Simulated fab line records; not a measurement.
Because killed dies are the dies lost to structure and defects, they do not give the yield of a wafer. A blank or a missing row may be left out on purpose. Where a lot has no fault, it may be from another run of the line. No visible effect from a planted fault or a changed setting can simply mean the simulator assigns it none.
Matching of chambers -- flow nand-harc -- cmp-03 running NHARC_A_STAIRCASE_CMP_472: 4 sister chambers
The step polishes SiO2. 8 wafers are shown with their chamber, then 11 later ones without.

EACH WAFER AND ITS CHAMBER
wafer,chamber,motor-current-A (A),edge-zone-pressure-frac
L086.1,1,12.3,0.995
L086.6,0,11.5,1.000
L085.4,3,9.9,0.996
L085.6,2,10.4,0.991
L089.1,0,11.4,1.011
L089.3,2,10.4,0.995
L089.5,1,12.3,0.995
L092.1,3,10.4,0.997

WAFERS MISSING THEIR CHAMBER
wafer,motor-current-A (A),edge-zone-pressure-frac
L092.4,12.5,0.993
L092.5,12.4,0.999
L093.1,10.0,0.998
L093.4,11.7,1.004
L093.5,10.8,1.005
L095.2,11.8,1.000
L095.3,12.1,1.000
L095.6,10.7,0.992
L094.1,10.6,0.990
L094.2,9.9,0.997
L094.4,11.9,0.995

CHAMBER TAKEN BY EACH
wafer,from the rows above,in truth
L092.4,1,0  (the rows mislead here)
L092.5,1,1
L093.1,can't be placed: 3 or 2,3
L093.4,0,0
L093.5,can't be placed: 0 or 2 or 3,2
L095.2,can't be placed: 0 or 1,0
L095.3,1,1
L095.6,can't be placed: 2 or 3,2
L094.1,can't be placed: 2 or 3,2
L094.2,can't be placed: 3 or 2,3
L094.4,can't be placed: 1 or 0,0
Correctly placed: 3 of 11. Can't be placed from these rows: 7 (the true chamber is among the candidates in 7). 1 placed wrongly.
How it was worked out, from the rows above alone: a wafer's distance from a chamber is the root of the sum, over the readings, of the square of ((its reading less the chamber's mean) divided by the reading's scatter). The wafer belongs to the nearest chamber; if the next one is less than 2 further off, it can't be placed. The mean given for a chamber averages the wafers shown for that chamber. How the scatter is found: for the shown wafers, subtract from each reading the mean of its chamber, square and add these, divide the total by (wafers less chambers), then take the root.
